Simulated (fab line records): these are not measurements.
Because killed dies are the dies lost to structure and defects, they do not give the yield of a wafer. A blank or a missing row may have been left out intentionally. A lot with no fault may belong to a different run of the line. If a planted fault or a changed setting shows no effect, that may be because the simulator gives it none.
fab line records / flow n5-finfet
record lots=5 wafers=15 last-day=19
route steps=1938 shown BEOL_M4@1105 BEOL_M5@1112
lots untouched by any fault: they come from a run of this same line in which no faults occurred
start-h: the number of hours between the record's first day and the start of the first shown wafer of the lot / wait-h: how many hours have passed since the lot's step before this one / " unchanged from the row above / L1.1+2: one row covering several wafers at once / - no value, or no start given / * or withheld: withheld / < > ~ a bound
route shown NAME@n: a module of which the file shows steps, and the number in the route of the first / usual: the fault-free wafers' mean and standard deviation / same: alike in all rows / chamber/n: place in a boat / sites: per-site readings / _std_site: their standard deviation / _edge_site: mean of outer sites minus mean of inner sites / radius-mm: how far each site lies from the wafer's centre / mask NAME#n: copy n / behind: the last tool/chamber to shape the wafer / hold: reason for holding the lot/hours on hold/outcome of the hold / device: transistor that didn't switch, given as n, p or np / end of line: at the end of the route, the tests of the same wafers / a step with no rows: only its recipe / killed: dies lost to structure and defects at the first sort, not the wafer's yield / map: a wafer's dies, marking killed ones x, the rest . and places with no die _
set.NAME: the setting the step ran with; set.NAME@STEP: the setting that earlier step ran with / model.NAME: the simulator's own value behind a step, which no gauge read
lots at some steps of the route; a table a step, a row a wafer
services: the hour from which a tool's chamber was out of use, counted from the record's first day as start-h (under 0 if before that day), plus the number of hours and why
## steps
# step N5_BEOL_M4_PRE_CLEAN_60
# recipe gas=NH3/H2 time-s=15 temp-c=* rf-power-w=300
# step N5_BEOL_M4_CO_CAP_55
# recipe material=Co target-thk-a=20 temp-c=200 precursor=CCTBA/H2 pressure-torr=30 time-s=102.1
# step N5_BEOL_M4_PRE_CLEAN_56
# recipe gas=NH3 time-s=15 temp-c=withheld rf-power-w=300
# step N5_BEOL_M4_DEP_57
# recipe material=SiCN target-thk-a=80 temp-c=withheld precursor=3MS/NH3 pressure-torr=3 rf-w=202 time-s=14
# step N5_BEOL_M5_ILD_DEP_00
# recipe material=SiCOH_lowk target-thk-a=1406.4 temp-c=300 precursor=DEMS/porogen pressure-torr=5 rf-w=500 time-s=25.9
# step N5_BEOL_M5_CURE_79
# recipe temp-c=385 time-s=240 ambient=He/Ar material=SiCOH_lowk
# step N5_BEOL_M5_PECVD_70
# recipe material=SiO2 target-thk-a=160 temp-c=400 precursor=TEOS/O2 pressure-torr=5.5 rf-w=450 teos-flow-sccm=53.8 gas=O2 flow-sccm=3000 time-s=18
# step N5_BEOL_M5_HM_DEP_02
# recipe material=TiN target-thk-a=200 temp-c=25 chamber-pressure-pa=0.49996
# step N5_BEOL_M5_COAT_59
# recipe resist=SOC temp-c=250 time-s=60 spin-rpm=1500 resist-thk-nm=60
# usual spin-speed-rpm=1500.1/1.1
lot.wafer=L564.1 tool=litho-track-04 chamber=0 start-h=233.32 wait-h=0.1 spin-speed-rpm=1698.0 model.SOC_of_BEOL_M5_COAT_59.thk-nm=56.4
lot.wafer=L564.2 tool=litho-track-04 chamber=0 start-h=233.32 wait-h=0.1 spin-speed-rpm=1699.1 model.SOC_of_BEOL_M5_COAT_59.thk-nm=56.4
lot.wafer=L564.3 tool=litho-track-04 chamber=0 start-h=233.32 wait-h=0.1 spin-speed-rpm=1698.8 model.SOC_of_BEOL_M5_COAT_59.thk-nm=56.2
lot.wafer=L563.1 tool=litho-track-04 chamber=0 start-h=238.74 wait-h=0.1 spin-speed-rpm=1699.0 model.SOC_of_BEOL_M5_COAT_59.thk-nm=56.4
lot.wafer=L563.4 tool=litho-track-04 chamber=0 start-h=238.74 wait-h=0.1 spin-speed-rpm=1698.1 model.SOC_of_BEOL_M5_COAT_59.thk-nm=56.6
lot.wafer=L563.6 tool=litho-track-04 chamber=0 start-h=238.74 wait-h=0.1 spin-speed-rpm=1697.3 model.SOC_of_BEOL_M5_COAT_59.thk-nm=56.2
lot.wafer=L562.3 tool=litho-track-04 chamber=0 start-h=244.62 wait-h=0.1 spin-speed-rpm=1698.9 model.SOC_of_BEOL_M5_COAT_59.thk-nm=56.6
lot.wafer=L562.4 tool=litho-track-04 chamber=0 start-h=244.62 wait-h=0.1 spin-speed-rpm=1696.8 model.SOC_of_BEOL_M5_COAT_59.thk-nm=56.6
lot.wafer=L562.5 tool=litho-track-04 chamber=0 start-h=244.62 wait-h=0.1 spin-speed-rpm=1698.5 model.SOC_of_BEOL_M5_COAT_59.thk-nm=56.4
lot.wafer=L572.1 tool=litho-track-04 chamber=0 start-h=314.07 wait-h=0.1 spin-speed-rpm=1499.2 model.SOC_of_BEOL_M5_COAT_59.thk-nm=60.4
lot.wafer=L572.5 tool=litho-track-04 chamber=0 start-h=314.07 wait-h=0.1 spin-speed-rpm=1500.9 model.SOC_of_BEOL_M5_COAT_59.thk-nm=60.2
lot.wafer=L572.6 tool=litho-track-04 chamber=0 start-h=314.07 wait-h=0.1 spin-speed-rpm=1499.1 model.SOC_of_BEOL_M5_COAT_59.thk-nm=60.2
lot.wafer=L577.2 tool=litho-track-01 chamber=0 start-h=333.39 wait-h=0.1 spin-speed-rpm=1500.7 model.SOC_of_BEOL_M5_COAT_59.thk-nm=60
lot.wafer=L577.3 tool=litho-track-01 chamber=0 start-h=333.39 wait-h=0.1 spin-speed-rpm=1498.7 model.SOC_of_BEOL_M5_COAT_59.thk-nm=60.2
lot.wafer=L577.6 tool=litho-track-01 chamber=0 start-h=333.39 wait-h=0.1 spin-speed-rpm=1499.3 model.SOC_of_BEOL_M5_COAT_59.thk-nm=60
# step N5_BEOL_M5_COAT_60
# recipe resist=SiARC temp-c=220 time-s=60 spin-rpm=1500 resist-thk-nm=12
# step N5_BEOL_M5_COAT_71
# recipe resist=underlayer temp-c=205 time-s=60 spin-rpm=1500 resist-thk-nm=5
# step N5_BEOL_M5_COAT_05
# recipe resist=CAR-EUV spin-rpm=1500 resist-thk-nm=30
# step N5_BEOL_M5_EBR_07
# recipe solvent=PGMEA ebr-width-mm=1.5
# step N5_BEOL_M5_SOFTBAKE_06
# recipe temp-c=110 time-s=60 resist=CAR-EUV
# step N5_BEOL_M5_EXPOSE_08
# recipe mask-id=M5 na=0.33 source-shape=annular sigma-inner=0.4 sigma-outer=0.8 polarization=unpolarized target-cd-nm=28 dose-mj=35.75
# step N5_BEOL_M5_PEB_09
# recipe peb-temp-c=100 peb-time-s=60 resist=CAR-EUV
# step N5_BEOL_M5_DEVELOP_10
# recipe develop-time-s=30 developer=TMAH resist=CAR-EUV rinse-liquid=surfactant-rinse dry=air-spin dev-temp-c=23
# step N5_BEOL_M5_DESCUM_16
# recipe chemistry=O2 time-s=7 source-power-w=50 bias-power-w=20 pressure-mtorr=20 rf-frequency-hz=2.712e+07 temp-c=40 resist=CAR-EUV o2-flow-sccm=225
# step N5_BEOL_M5_ETCH_72
# recipe chemistry=N2/H2 target=underlayer target-depth-a=65 mask-material=CAR-EUV time-s=5.2 ion-energy-ev=200 pressure-mtorr=30 source-w=840 bias-w=150 n2-flow-sccm=200 h2-flow-sccm=200 ends=cleared
# step N5_BEOL_M5_ETCH_61
# recipe chemistry=CF4 target=SiARC target-depth-a=156 mask-material=CAR-EUV time-s=26 ion-energy-ev=80 pressure-mtorr=40 source-w=545 bias-w=36 Ar_flow_sccm=100 cf4-flow-sccm=100 ends=cleared
# step N5_BEOL_M5_ETCH_62
# recipe chemistry=N2/H2 target=SOC target-depth-a=750 overetch-a=150 mask-material=SiARC temp-c=40 time-s=112.5 ion-energy-ev=200 pressure-mtorr=30 source-w=840 bias-w=150 n2-flow-sccm=200 h2-flow-sccm=200
# usual drypump-motor-current-A=5.6/0.34 h2-flow-sccm=200.0/0.58 n2-flow-sccm=200.0/0.59 oes-product-au=0.60/0.058 rf-vpp-V=524.5/2.5 showerhead-plenum-p-Torr=2.56/0.085 throttle-valve-pct=18.03/0.22
lot.wafer=L564.1 tool=rie-diel-03 chamber=3 start-h=233.82 wait-h=0.0 drypump-motor-current-A=5.5 h2-flow-sccm=199.6 n2-flow-sccm=201.1 oes-product-au=0.56 rf-hours-counter-h=213 rf-vpp-V=523.8 showerhead-plenum-p-Torr=2.51 throttle-valve-pct=18.23 model.etch.depth-nm=56.35
lot.wafer=L564.2 tool=rie-diel-03 chamber=2 start-h=233.82 wait-h=0.0 drypump-motor-current-A=5.4 h2-flow-sccm=199.8 n2-flow-sccm=200.6 oes-product-au=0.57 rf-hours-counter-h=162 rf-vpp-V=523.6 showerhead-plenum-p-Torr=2.52 throttle-valve-pct=18.02 model.etch.depth-nm=56.35
lot.wafer=L564.3 tool=rie-diel-03 chamber=0 start-h=233.82 wait-h=0.0 drypump-motor-current-A=5.4 h2-flow-sccm=199.7 n2-flow-sccm=200.6 oes-product-au=0.56 rf-hours-counter-h=192 rf-vpp-V=523.7 showerhead-plenum-p-Torr=2.54 throttle-valve-pct=18.09 model.etch.depth-nm=56.28
lot.wafer=L563.1 tool=rie-diel-02 chamber=2 start-h=239.20 wait-h=0.0 drypump-motor-current-A=5.7 h2-flow-sccm=200.3 n2-flow-sccm=200.1 oes-product-au=0.54 rf-hours-counter-h=209 rf-vpp-V=523.5 showerhead-plenum-p-Torr=2.51 throttle-valve-pct=18.15 model.etch.depth-nm=56.43
lot.wafer=L563.4 tool=rie-diel-02 chamber=1 start-h=239.20 wait-h=0.0 drypump-motor-current-A=5.6 h2-flow-sccm=200.6 n2-flow-sccm=200.3 oes-product-au=0.55 rf-hours-counter-h=200 rf-vpp-V=524.7 showerhead-plenum-p-Torr=2.64 throttle-valve-pct=18.11 model.etch.depth-nm=56.51
lot.wafer=L563.6 tool=rie-diel-02 chamber=1 start-h=239.20 wait-h=0.0 drypump-motor-current-A=5.6 h2-flow-sccm=200.5 n2-flow-sccm=199.7 oes-product-au=0.55 rf-hours-counter-h=- rf-vpp-V=526.3 showerhead-plenum-p-Torr=2.63 throttle-valve-pct=18.12 model.etch.depth-nm=56.29
lot.wafer=L562.3 tool=rie-diel-01 chamber=2 start-h=246.86 wait-h=0.0 drypump-motor-current-A=5.5 h2-flow-sccm=200.1 n2-flow-sccm=199.5 oes-product-au=0.56 rf-hours-counter-h=183 rf-vpp-V=526.2 showerhead-plenum-p-Torr=2.64 throttle-valve-pct=18.19 model.etch.depth-nm=56.58
lot.wafer=L562.4 tool=rie-diel-01 chamber=1 start-h=246.86 wait-h=0.0 drypump-motor-current-A=6.0 h2-flow-sccm=200.2 n2-flow-sccm=200.5 oes-product-au=0.56 rf-hours-counter-h=199 rf-vpp-V=524.7 showerhead-plenum-p-Torr=2.53 throttle-valve-pct=18.20 model.etch.depth-nm=56.62
lot.wafer=L562.5 tool=rie-diel-01 chamber=2 start-h=246.86 wait-h=0.0 drypump-motor-current-A=5.5 h2-flow-sccm=200.1 n2-flow-sccm=200.3 oes-product-au=0.55 rf-hours-counter-h=- rf-vpp-V=526.6 showerhead-plenum-p-Torr=2.64 throttle-valve-pct=18.21 model.etch.depth-nm=56.49
lot.wafer=L572.1 tool=rie-diel-03 chamber=1 start-h=314.66 wait-h=0.0 drypump-motor-current-A=5.9 h2-flow-sccm=200.6 n2-flow-sccm=199.8 oes-product-au=0.69 rf-hours-counter-h=35 rf-vpp-V=528.0 showerhead-plenum-p-Torr=2.70 throttle-valve-pct=17.96 model.etch.depth-nm=60.37
lot.wafer=L572.5 tool=rie-diel-03 chamber=0 start-h=314.66 wait-h=0.0 drypump-motor-current-A=5.4 h2-flow-sccm=199.9 n2-flow-sccm=200.4 oes-product-au=0.57 rf-hours-counter-h=- rf-vpp-V=524.2 showerhead-plenum-p-Torr=2.53 throttle-valve-pct=18.12 model.etch.depth-nm=60.18
lot.wafer=L572.6 tool=rie-diel-03 chamber=1 start-h=314.66 wait-h=0.0 drypump-motor-current-A=5.9 h2-flow-sccm=200.0 n2-flow-sccm=200.1 oes-product-au=0.68 rf-hours-counter-h=- rf-vpp-V=527.5 showerhead-plenum-p-Torr=2.70 throttle-valve-pct=17.95 model.etch.depth-nm=60.18
lot.wafer=L577.2 tool=rie-diel-02 chamber=3 start-h=335.59 wait-h=0.0 drypump-motor-current-A=5.0 h2-flow-sccm=200.7 n2-flow-sccm=199.5 oes-product-au=0.68 rf-hours-counter-h=61 rf-vpp-V=527.7 showerhead-plenum-p-Torr=2.68 throttle-valve-pct=17.86 model.etch.depth-nm=59.9
lot.wafer=L577.3 tool=rie-diel-02 chamber=0 start-h=335.59 wait-h=0.0 drypump-motor-current-A=5.8 h2-flow-sccm=199.2 n2-flow-sccm=199.1 oes-product-au=0.64 rf-hours-counter-h=94 rf-vpp-V=520.9 showerhead-plenum-p-Torr=2.47 throttle-valve-pct=17.56 model.etch.depth-nm=60.24
lot.wafer=L577.6 tool=rie-diel-02 chamber=0 start-h=335.59 wait-h=0.0 drypump-motor-current-A=5.8 h2-flow-sccm=199.9 n2-flow-sccm=200.1 oes-product-au=0.64 rf-hours-counter-h=- rf-vpp-V=522.0 showerhead-plenum-p-Torr=2.47 throttle-valve-pct=17.55 model.etch.depth-nm=60.09
# step N5_BEOL_M5_STRIP_63
# recipe chemistry=N2/H2 temp-c=40 n2-flow-sccm=200 h2-flow-sccm=200 rf-frequency-hz=6e+07
# step N5_BEOL_M5_STRIP_73
# recipe chemistry=N2/H2 temp-c=40 n2-flow-sccm=200 h2-flow-sccm=200 rf-frequency-hz=6e+07
# step N5_BEOL_M5_STRIP_64
# recipe chemistry=CF4 resist=SiARC power-w=300 bias-power-w=75 pressure-mtorr=50 cf4-flow-sccm=150 rf-frequency-hz=6e+07
# step N5_BEOL_M5_HM_OPEN_17
# recipe chemistry=Cl2/BCl3 target-depth-a=200 overetch-a=60 target=TiN mask-material=SOC ion-energy-ev=150 pressure-mtorr=10 icp-w=1000 bias-w=126 Cl2_flow_sccm=53.25 bcl3-flow-sccm=21.75 Ar_flow_sccm=25
# usual drypump-motor-current-A=5.7/0.46 oes-product-au=0.66/0.079 throttle-valve-pct=22.07/0.22
lot.wafer=L564.1 tool=rie-metal-01 chamber=0 start-h=233.99 wait-h=0.0 drypump-motor-current-A=6.1 oes-product-au=0.51 rf-hours-counter-h=118 throttle-valve-pct=22.31 model.SOC_of_BEOL_M5_COAT_59.thk-nm=48.2
lot.wafer=L564.2 tool=rie-metal-01 chamber=1 start-h=233.99 wait-h=0.0 drypump-motor-current-A=4.9 oes-product-au=0.53 rf-hours-counter-h=118 throttle-valve-pct=22.42 model.SOC_of_BEOL_M5_COAT_59.thk-nm=48.4
lot.wafer=L564.3 tool=rie-metal-01 chamber=1 start-h=233.99 wait-h=0.0 drypump-motor-current-A=4.9 oes-product-au=0.53 rf-hours-counter-h=- throttle-valve-pct=22.41 model.SOC_of_BEOL_M5_COAT_59.thk-nm=48.4
lot.wafer=L563.1 tool=rie-metal-02 chamber=1 start-h=239.37 wait-h=0.0 drypump-motor-current-A=5.7 oes-product-au=0.65 rf-hours-counter-h=44 throttle-valve-pct=21.80 model.SOC_of_BEOL_M5_COAT_59.thk-nm=48.6
lot.wafer=L563.4 tool=rie-metal-02 chamber=1 start-h=239.37 wait-h=0.0 drypump-motor-current-A=5.7 oes-product-au=0.65 rf-hours-counter-h=- throttle-valve-pct=21.81 model.SOC_of_BEOL_M5_COAT_59.thk-nm=48.6
lot.wafer=L563.6 tool=rie-metal-02 chamber=0 start-h=239.37 wait-h=0.0 drypump-motor-current-A=5.4 oes-product-au=0.71 rf-hours-counter-h=- throttle-valve-pct=22.15 model.SOC_of_BEOL_M5_COAT_59.thk-nm=48.4
lot.wafer=L562.3 tool=rie-metal-03 chamber=1 start-h=247.06 wait-h=0.1 drypump-motor-current-A=5.5 oes-product-au=0.74 rf-hours-counter-h=- throttle-valve-pct=21.91 model.SOC_of_BEOL_M5_COAT_59.thk-nm=48.4
lot.wafer=L562.4 tool=rie-metal-03 chamber=0 start-h=247.06 wait-h=0.1 drypump-motor-current-A=6.4 oes-product-au=0.70 rf-hours-counter-h=- throttle-valve-pct=22.23 model.SOC_of_BEOL_M5_COAT_59.thk-nm=48.8
lot.wafer=L562.5 tool=rie-metal-03 chamber=0 start-h=247.06 wait-h=0.1 drypump-motor-current-A=6.4 oes-product-au=0.69 rf-hours-counter-h=- throttle-valve-pct=22.23 model.SOC_of_BEOL_M5_COAT_59.thk-nm=48.6
lot.wafer=L572.1 tool=rie-metal-01 chamber=1 start-h=314.83 wait-h=0.0 drypump-motor-current-A=4.9 oes-product-au=0.78 rf-hours-counter-h=3 throttle-valve-pct=21.92 model.SOC_of_BEOL_M5_COAT_59.thk-nm=52.2
lot.wafer=L572.5 tool=rie-metal-01 chamber=1 start-h=314.83 wait-h=0.0 drypump-motor-current-A=4.9 oes-product-au=0.78 rf-hours-counter-h=- throttle-valve-pct=21.91 model.SOC_of_BEOL_M5_COAT_59.thk-nm=52
lot.wafer=L572.6 tool=rie-metal-01 chamber=0 start-h=314.83 wait-h=0.0 drypump-motor-current-A=6.1 oes-product-au=0.77 rf-hours-counter-h=- throttle-valve-pct=21.74 model.SOC_of_BEOL_M5_COAT_59.thk-nm=51.8
lot.wafer=L577.2 tool=rie-metal-03 chamber=0 start-h=336.03 wait-h=0.3 drypump-motor-current-A=6.4 oes-product-au=0.67 rf-hours-counter-h=36 throttle-valve-pct=22.25 model.SOC_of_BEOL_M5_COAT_59.thk-nm=52
lot.wafer=L577.3 tool=rie-metal-03 chamber=0 start-h=336.03 wait-h=0.3 drypump-motor-current-A=6.4 oes-product-au=0.68 rf-hours-counter-h=- throttle-valve-pct=22.23 model.SOC_of_BEOL_M5_COAT_59.thk-nm=52.4
lot.wafer=L577.6 tool=rie-metal-03 chamber=1 start-h=336.03 wait-h=0.3 drypump-motor-current-A=5.5 oes-product-au=0.72 rf-hours-counter-h=- throttle-valve-pct=21.92 model.SOC_of_BEOL_M5_COAT_59.thk-nm=51.8
# step N5_BEOL_M5_STRIP_19
# recipe chemistry=O2 power-w=400 temp-c=40 pressure-mtorr=30 rf-frequency-hz=6e+07 bias-power-w=0 overash-fraction=0.2 o2-flow-sccm=225
## services
tool=rie-metal-01 chamber=- start-h=238.53 hours=0.7 kind=repair
tool=rie-diel-03 chamber=- start-h=238.74 hours=15.6 kind=pm
tool=rie-diel-02 chamber=- start-h=241.28 hours=5.4 kind=repair
tool=rie-metal-01 chamber=0 start-h=257.63 hours=- kind=clean
tool=rie-metal-01 chamber=0 start-h=257.63 hours=19.7 kind=scheduled-down
tool=rie-metal-01 chamber=0 start-h=257.63 hours=19.7 kind=vent-cycle
tool=rie-diel-03 chamber=0 start-h=260.05 hours=1.3 kind=repair
tool=rie-metal-01 chamber=1 start-h=277.35 hours=- kind=clean
tool=rie-metal-01 chamber=1 start-h=277.35 hours=10.3 kind=scheduled-down
tool=rie-metal-01 chamber=1 start-h=277.35 hours=10.3 kind=vent-cycle
tool=rie-metal-01 chamber=- start-h=308.64 hours=2.8 kind=pm
tool=litho-track-04 chamber=- start-h=315.92 hours=- kind=consumable-replace:filter
tool=litho-track-01 chamber=- start-h=323.36 hours=- kind=consumable-replace:filter
tool=rie-diel-03 chamber=- start-h=329.81 hours=14.6 kind=pm
tool=rie-metal-02 chamber=0 start-h=330.54 hours=9.5 kind=repair
tool=rie-diel-01 chamber=- start-h=333.19 hours=2.8 kind=pm
## key
first-sign step=N5_BEOL_M5_COAT_59 reading=spin-speed-rpm direction=up sigmas=99+ usual=* struck=*
effect none on later readings
model-effect step=N5_BEOL_M5_COAT_59 value=SOC_of_BEOL_M5_COAT_59.thk-nm without=60.04 struck=56.42
model-effect step=N5_BEOL_M5_ETCH_62 value=etch.depth-nm without=60.05 struck=56.43
model-effect step=N5_BEOL_M5_HM_OPEN_17 value=SOC_of_BEOL_M5_COAT_59.thk-nm without=52.09 struck=48.49
met-at N5_BEOL_M5_COAT_59
struck-wafers L562.3,L562.4,L562.5,L563.1,L563.4,L563.6,L564.1,L564.2,L564.3
fault kind=process-parameter-drift tool=litho-track-04 chamber=- onset-h=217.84 steps=N5_BEOL_M5_COAT_59 channel=spin-rpm offset=* shape=step end-h=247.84 acts-in=* stated=*
